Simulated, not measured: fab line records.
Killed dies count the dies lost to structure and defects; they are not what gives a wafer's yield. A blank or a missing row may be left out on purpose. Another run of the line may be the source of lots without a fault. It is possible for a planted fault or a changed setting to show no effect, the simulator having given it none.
Matching of chambers :: flow n5 finfet :: N5_BEOL_M7_STRIP_67 on rie diel-06 has 4 sister chambers
The step strips in CF4. 8 wafers are shown with their chamber, then 10 later ones without.

## WAFERS PAIRED WITH THEIR CHAMBERS
wafer: L079.6
chamber: 3
showerhead plenum p Torr (Torr): 1.72
throttle valve pct (%): 14.26

wafer: L078.1
chamber: 3
showerhead plenum p Torr (Torr): 1.72
throttle valve pct (%): 14.27

wafer: L080.6
chamber: 2
showerhead plenum p Torr (Torr): 1.79
throttle valve pct (%): 13.37

wafer: L084.2
chamber: 1
showerhead plenum p Torr (Torr): 1.85
throttle valve pct (%): 13.94

wafer: L084.3
chamber: 0
showerhead plenum p Torr (Torr): 1.84
throttle valve pct (%): 13.43

wafer: L084.6
chamber: 1
showerhead plenum p Torr (Torr): 1.85
throttle valve pct (%): 13.93

wafer: L091.1
chamber: 0
showerhead plenum p Torr (Torr): 1.84
throttle valve pct (%): 13.48

wafer: L091.2
chamber: 2
showerhead plenum p Torr (Torr): 1.78
throttle valve pct (%): 13.42

## WAFERS MISSING THEIR CHAMBER
wafer: L091.6
showerhead plenum p Torr (Torr): 1.78
throttle valve pct (%): 13.44

wafer: L090.2
showerhead plenum p Torr (Torr): 1.84
throttle valve pct (%): 13.50

wafer: L090.4
showerhead plenum p Torr (Torr): 1.84
throttle valve pct (%): 13.94

wafer: L090.5
showerhead plenum p Torr (Torr): 1.78
throttle valve pct (%): 13.42

wafer: L094.2
showerhead plenum p Torr (Torr): 1.84
throttle valve pct (%): 13.48

wafer: L094.3
showerhead plenum p Torr (Torr): 1.93
throttle valve pct (%): 13.74

wafer: L094.5
showerhead plenum p Torr (Torr): 1.78
throttle valve pct (%): 13.43

wafer: L096.4
showerhead plenum p Torr (Torr): 1.78
throttle valve pct (%): 13.46

wafer: L096.5
showerhead plenum p Torr (Torr): 1.84
throttle valve pct (%): 13.41

wafer: L096.6
showerhead plenum p Torr (Torr): 1.78
throttle valve pct (%): 13.45

## THE CHAMBER EACH PASSED THROUGH
wafer: L091.6
from the rows above: 2
in truth: 2

wafer: L090.2
from the rows above: 0
in truth: 0

wafer: L090.4
from the rows above: 1
in truth: 1

wafer: L090.5
from the rows above: 2
in truth: 2

wafer: L094.2
from the rows above: 0
in truth: 0

wafer: L094.3
from the rows above: 1
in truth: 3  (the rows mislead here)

wafer: L094.5
from the rows above: 2
in truth: 2

wafer: L096.4
from the rows above: 2
in truth: 2

wafer: L096.5
from the rows above: 0
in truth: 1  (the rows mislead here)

wafer: L096.6
from the rows above: 2
in truth: 2
Correctly placed: 8 of 10. Left unplaced by these rows: 0. Wrongly placed: 2.
How it was worked out, from the rows above alone: a wafer's distance from a chamber is the root of the sum, over the readings, of the square of ((its reading less the chamber's mean) divided by the reading's scatter). The wafer belongs to the nearest chamber; if the next one is less than 2 further off, it can't be placed. For every chamber, the mean is computed from those of its wafers that are shown. The scatter: take each reading less its chamber's mean, square it, sum over the shown wafers, divide by the number of wafers less the number of chambers, and take the root.
